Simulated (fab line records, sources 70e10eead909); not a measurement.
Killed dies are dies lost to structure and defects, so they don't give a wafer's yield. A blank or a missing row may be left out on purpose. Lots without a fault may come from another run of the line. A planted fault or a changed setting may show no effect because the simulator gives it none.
One fault seen from 3 desks | flow nand_harc | each desk has only its own numbers; what lay behind them comes last

THE DEFECT DESK
What the inspections along the route counted, lot by lot: means of the sampled wafers that have a number. A lot is out of limits, marked OUT, if its mean lies more than 4 standard deviations from the usual mean; the brackets give that distance.
Columns: A = raw_defect_count at NHARC_P_GATE_INSPECT_28, usual 6; B = raw_defect_count at NHARC_P_GATE_INSPECT_68, usual 193
lot  | first seen here | A                      | B
L567 | day 5 19:02     | 12                     | 150
L569 | day 6 22:05     | 3                      | 209
L570 | day 7 02:00     | 9                      | 164
L574 | day 8 23:29     | 3                      | 186
L577 | day 9 18:04     | 7                      | 166
L578 | day 10 08:29    | 5                      | 207
L579 | day 11 09:07    | 7                      | 178
L581 | day 12 01:10    | 5                      | 269
L582 | day 12 12:17    | 1433 (+99 or more) OUT | 1642 (+22) OUT
L583 | day 12 12:55    | 1428 (+99 or more) OUT | 1556 (+21) OUT
L587 | day 14 08:16    | 4                      | 178
This desk's finding: out of limits on L582, L583; first on L582, day 12 12:17 (raw_defect_count at NHARC_P_GATE_INSPECT_28). In limits: L567, L569, L570, L574, L577, L578, L579, L581, L587.

THE METROLOGY DESK
What the gauges read, lot by lot, whatever tool the lot ran on: means of the sampled wafers that have a number. A lot is out of limits, marked OUT, if its mean lies more than 4 standard deviations from the usual mean; the brackets give that distance.
Columns: A = trench_depth_nm at NHARC_P_STI_OCD_MEAS_17, usual 302 nm; B = trench_foot_cd_nm at NHARC_P_STI_OCD_MEAS_17, usual 156.5 nm
lot  | first seen here | A   | B
L567 | day 3 17:52     | 300 | 158.3
L569 | day 4 12:22     | 302 | 154.9
L570 | day 4 22:46     | 301 | 159.7
L574 | day 6 14:41     | 303 | 154.4
L577 | day 7 19:11     | 305 | 157.2
L578 | day 8 06:13     | 305 | 157.2
L579 | day 8 16:37     | 302 | 154.5
L581 | day 9 13:07     | 305 | 155.0
L582 | day 9 21:53     | 302 | 157.0
L583 | day 10 09:10    | 303 | 155.9
L587 | day 12 00:58    | 300 | 156.0
This desk's finding: nothing out of limits on any of the 11 lots.

THE TOOL OWNER'S DESK: wet_bench-06
The tool's own readings at NHARC_P_GATE_PRECLEAN_71 (cleans in SC1): means of the sampled wafers that have a number, for each lot that ran on this tool. A lot is out of limits, marked OUT, if its mean lies more than 4 standard deviations from the usual mean; the brackets give that distance.
Columns: A = sc1_h2o2_end_mol_l at NHARC_P_GATE_PRECLEAN_71, usual 0.3697
lot  | first seen here | A
L567 | day 5 05:12     | 0.3695
L574 | day 8 09:31     | 0.3701
L578 | day 9 17:20     | 0.3684
L582 | day 11 17:17    | 0.3697
L583 | day 11 22:11    | 0.3693
This desk's finding: nothing out of limits on any of the 5 lots.

PUT TOGETHER
The defect desk could have raised an alarm at day 12 12:17, on L582, L583.
The metrology desk saw nothing out of limits.
The tool owner's desk saw nothing out of limits.
The metrology desk has L582, L583 on record, within its limits.
The tool owner's desk has L582, L583 on record, within its limits.
Of the lots named, all ran NHARC_P_GATE_PRECLEAN_71 on wet_bench-06.

WHAT THE SIMULATOR HAD PUT IN
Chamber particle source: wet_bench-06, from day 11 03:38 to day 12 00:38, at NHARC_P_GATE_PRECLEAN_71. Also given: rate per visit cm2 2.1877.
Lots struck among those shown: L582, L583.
Hours from the fault's start to each desk's first reading out of limits: the defect desk, 33.
